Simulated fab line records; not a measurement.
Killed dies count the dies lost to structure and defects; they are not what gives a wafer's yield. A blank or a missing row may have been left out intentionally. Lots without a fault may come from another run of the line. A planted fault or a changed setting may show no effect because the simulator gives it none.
A lot that was struck, set against a sound lot -- flow nand_harc -- 14 out of 1302 route steps
Sound: wafers L581.1, L581.2, L581.5. Wafers struck: L589.1, L589.2, L589.4. The cause comes at the end.
Order at every step that has rows: each side's tool, ch and its chambers, its first start. Under that, the readings that differ: sound wafers -- struck wafers -- difference of the means -- sigmas: that difference in standard deviations of wafers without a fault.
alike: words and numbers the same on both sides, and readings whose means are apart by under 2 such deviations; not compared: readings that were withheld, readings missing a value for some wafer, numbers with overlapping values and no deviation given by the record, and bounds like >300 which may hide the same value.
A row with sigmas, a row that says differs or no value, or rows on one side alone: a step with any of these is where the two part. Numbers that don't overlap but have no deviation are shown without sigmas and don't part them. Lack of a reading on every wafer of one side parts them only where that side has two or more wafers.

first, 10 steps without rows for these wafers: NHARC_A_STAIRCASE_SRD_208; NHARC_A_STAIRCASE_DEHYDRATE_209 (time 120 s); NHARC_A_STAIRCASE_HMDS_210 (time 30 s); NHARC_A_STAIRCASE_COAT_211; NHARC_A_STAIRCASE_SOFTBAKE_212 (time 170 s); NHARC_A_STAIRCASE_EBR_213; NHARC_A_STAIRCASE_EXPOSE_214 (exposes mask STAIR 3); NHARC_A_STAIRCASE_PEB_215 (peb time 130 s); NHARC_A_STAIRCASE_DEVELOP_216 (time 140 s); NHARC_A_STAIRCASE_HARDBAKE_218 (time 140 s).
NHARC_A_STAIRCASE_DESCUM_219: chemistry O2, time 3 s.
  sound on rie_diel-12 ch 0,1,2, day 20 17:03; struck on rie_diel-12 ch 0,1,2, day 23 07:05
reading,sound,struck,difference,sigmas
throttle_valve_pct (%),11.294 11.300 11.317,11.319 11.330 11.318,+0.019,+2
  alike: drypump_motor_current_A, oes_product_au, rf_vpp_V, showerhead_plenum_p_Torr
  not compared: rf_hours_counter_h
NHARC_A_STAIRCASE_TRIM_220: chemistry O2, time 211.2 s.
  sound on rie_diel-12 ch 0,2, day 20 17:07; struck on rie_diel-12 ch 1,2,3, day 23 07:15
  no value came back on the struck wafers for any of 7 readings (bias_w (W), chamber_pressure_mTorr (mTorr) and others); on the sound wafers bias_w (W) reads 0 0 0
  not compared: rf_hours_counter_h
NHARC_A_STAIRCASE_ETCH_221: etches the open film in C4F8/O2, target depth 100 nm, time 40.5 s.
  sound on rie_diel-12 ch 2,3; struck on rie_diel-12 ch 0,2,3, day 23 07:25
  alike: oes_product_au, rf_vpp_V
  not compared: rf_hours_counter_h
-- record jumps: 8 days between struck wafers' starts before vs after; left off in module A_STAIRCASE, resumes in module END, first step shown is number 1302 of the route --
NHARC_END_SORT_01:
  sound on prober-01 ch 0, day 29 11:36; struck on prober-02 ch 0, day 31 11:17
reading,sound,struck,difference,sigmas
killed_at_array,26 19 21,674 677 675,+653,+38
killed_dies,30 24 23,677 677 677,+651,+36
  alike: killed_at_other, killed_at_periphery, killed_open, killed_short

## WHERE THEY PART
Last at NHARC_END_SORT_01 as far as this record goes, first at NHARC_A_STAIRCASE_DESCUM_219.

WHY: the cause the simulator had injected
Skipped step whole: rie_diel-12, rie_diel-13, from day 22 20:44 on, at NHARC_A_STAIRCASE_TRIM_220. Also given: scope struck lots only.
